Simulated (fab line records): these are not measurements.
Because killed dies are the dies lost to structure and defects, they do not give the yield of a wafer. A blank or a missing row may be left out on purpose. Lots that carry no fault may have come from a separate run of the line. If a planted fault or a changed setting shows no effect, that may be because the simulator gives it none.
Split-lot study | flow n5Finfet | route with 1938 steps; 7 lots, 21 wafers read

== SPLIT DETAILS ==
At N5_BEOL_M2_TRENCH_ETCH_37 (etches SiOC in C4F6/O2, target depth 55.555 nm, time 29.2 s), the setting biasW was moved away from the recipe's 185 W on 4 of the 21 wafers read, by -15.9% to +14.1%. The other wafers ran this setting at the recipe's value.

The reading is taken at the split's own step.

== THE READING ==
rfVppV, in V, at N5_BEOL_M2_TRENCH_ETCH_37 (etches SiOC in C4F6/O2, target depth 55.555 nm, time 29.2 s). Typical for fault-free wafers on this fab line: 667 V, with standard deviation 13 V.

wafer  | tool, chamber at the split | biasW as run, W | against the recipe | rfVppV, V | against lot-mates on the recipe
L074.3 | rieDiel-02, 2              | 185             | recipe             | 666       | -
L074.5 | rieDiel-02, 1              | 185             | recipe             | 664       | -
L074.6 | rieDiel-02, 0              | 185             | recipe             | 664       | -
L075.3 | rieDiel-04, 3              | 185             | recipe             | 688       | -
L075.4 | rieDiel-04, 2              | 185             | recipe             | 679       | -
L075.5 | rieDiel-04, 1              | 185             | recipe             | 652       | -
L077.2 | rieDiel-03, 3              | 185             | recipe             | 678       | -
L077.3 | rieDiel-03, 1              | 155.6           | -15.9%             | 569       | -110
L077.5 | rieDiel-03, 3              | 185             | recipe             | 679       | -
L078.1 | rieDiel-03, 1              | 185             | recipe             | 654       | -
L078.2 | rieDiel-03, 0              | 185             | recipe             | 671       | -
L078.4 | rieDiel-03, 3              | 185             | recipe             | 680       | -
L088.1 | rieDiel-03, 2              | 211             | +14.1%             | 716       | +44
L088.2 | rieDiel-03, 0              | 185             | recipe             | 672       | -
L088.3 | rieDiel-03, 1              | 211             | +14.1%             | 724       | +52
L090.2 | rieDiel-03, 0              | 185             | recipe             | 673       | -
L090.3 | rieDiel-03, 2              | 185             | recipe             | 644       | -
L090.4 | rieDiel-03, 1              | 185             | recipe             | 651       | -
L094.3 | rieDiel-03, 3              | 185             | recipe             | 678       | -
L094.5 | rieDiel-03, 3              | 176.7           | -4.5%              | 654       | -7
L094.6 | rieDiel-03, 2              | 185             | recipe             | 644       | -

THE FIT
A straight line over all 21 wafers: rfVppV changes by +4.67 V for each +1% of biasW; r = +0.89; the points scatter about the line by 14 V.
The same after taking each lot's own level away (the mean of its wafers on the recipe; 21 wafers): +4.71 V for each +1%; r = +0.89; scatter 15 V.
The reading moves by 75 V for the largest change in biasW, on that fit.
The span of the lots' own levels, 656.0 to 678.5 V, comes to 1.7 times the standard deviation stated above.
Hence the lot-to-lot level has little effect on the slope; both slopes agree.
Check: for one of the wafers moved furthest among these (-15.9%), held out of the fit, the line's prediction against its lot-mates is -51.8 V. Against them it came out at -110 V.
Tool readings at the split's step, against how far the setting was moved: rfVppV r = +0.89.

== OTHER SPLITS ON THESE WAFERS ==
Before the reading, these wafers also passed through other splits. Each is held against what the fit with the lots' levels taken away leaves over:
other split on the same wafers       | wafers away from the commonest value | r with rfVppV (lot level and that fit taken away)
N5_MOL_CONTACT_COAG_COAT_75 spinRpm  | 6                                    | +0.23
N5_BEOL_M0_SAQP_ETCH_84 timeS        | 10                                   | -0.21
N5_BEOL_M0_SAQP_SPACER1_ALD_98 tempC | 5                                    | -0.01
N5_BEOL_M0_SAQP_ETCH_107 biasW       | 7                                    | -0.07
N5_BEOL_M1_TRENCH_ETCH_37 biasW      | 8                                    | -0.09

== THE FILE'S OWN FIT ==
rfVppV changes by +5.2 V for each +1% of biasW, r = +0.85.
